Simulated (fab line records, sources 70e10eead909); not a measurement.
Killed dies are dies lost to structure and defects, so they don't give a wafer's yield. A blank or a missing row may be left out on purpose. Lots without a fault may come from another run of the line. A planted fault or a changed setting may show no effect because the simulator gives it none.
Which tool did it? | flow nand_harc | 6 lots, 18 wafers sampled, at 2 steps of a route of 1302

WHAT THE GAUGES READ, wafer by wafer
NHARC_A_SGD_CUT_THK_MEAS_22: measures by ellipsometry.
lot  | measured     | on            | thk_nm (nm)
L589 | day 21 07:23 | film_metro-01 | 150.1 148.5 149.4
L597 | day 23 21:51 | film_metro-01 | 150.0 148.8 149.0
L601 | day 25 09:50 | film_metro-01 | 148.4 147.6 150.5
L604 | day 26 18:20 | film_metro-01 | 148.6 148.8 147.3
L607 | day 27 19:45 | film_metro-02 | 148.8 146.9 149.4
L608 | day 28 05:46 | film_metro-02 | 148.6 145.2 149.8

WHICH TOOL RAN EACH LOT (tool, then ch and the chambers of the sampled wafers, then the start)
lot  | NHARC_A_SGD_CUT_ETCH_58
L589 | rie_diel-02 ch 0,1,2, day 21 01:11
L597 | rie_diel-12 ch 2,3, day 23 15:54
L601 | rie_diel-12 ch 0,1,3, day 25 03:33
L604 | rie_diel-12 ch 0,3, day 26 12:08
L607 | rie_diel-02 ch 1,2, day 27 13:26
L608 | rie_diel-02 ch 0,1,2, day 27 23:43
- NHARC_A_SGD_CUT_ETCH_58: etches the open film in CF4, target depth 39 nm, time 65 s.

THE ANSWER, worked out from the rows above alone
Rule: what is usual is taken from the lots themselves. Put in order of their means at a reading, lots are off if they are a third of the lots or fewer, leave a main group of 4 or more, and stand apart from it by a gap of 3 or more times the standard deviation of the main group's means; of several such gaps the widest counts. A main group whose means are all the same, to the digits that the tables above print for the reading, isn't used. A lot without any number at a reading at which 4 lots or more have one is off too. The other lots that the step has rows for count as sound.
No lot is off at any reading shown: from this, nothing can be told.

WHAT THE SIMULATOR HAD PUT IN
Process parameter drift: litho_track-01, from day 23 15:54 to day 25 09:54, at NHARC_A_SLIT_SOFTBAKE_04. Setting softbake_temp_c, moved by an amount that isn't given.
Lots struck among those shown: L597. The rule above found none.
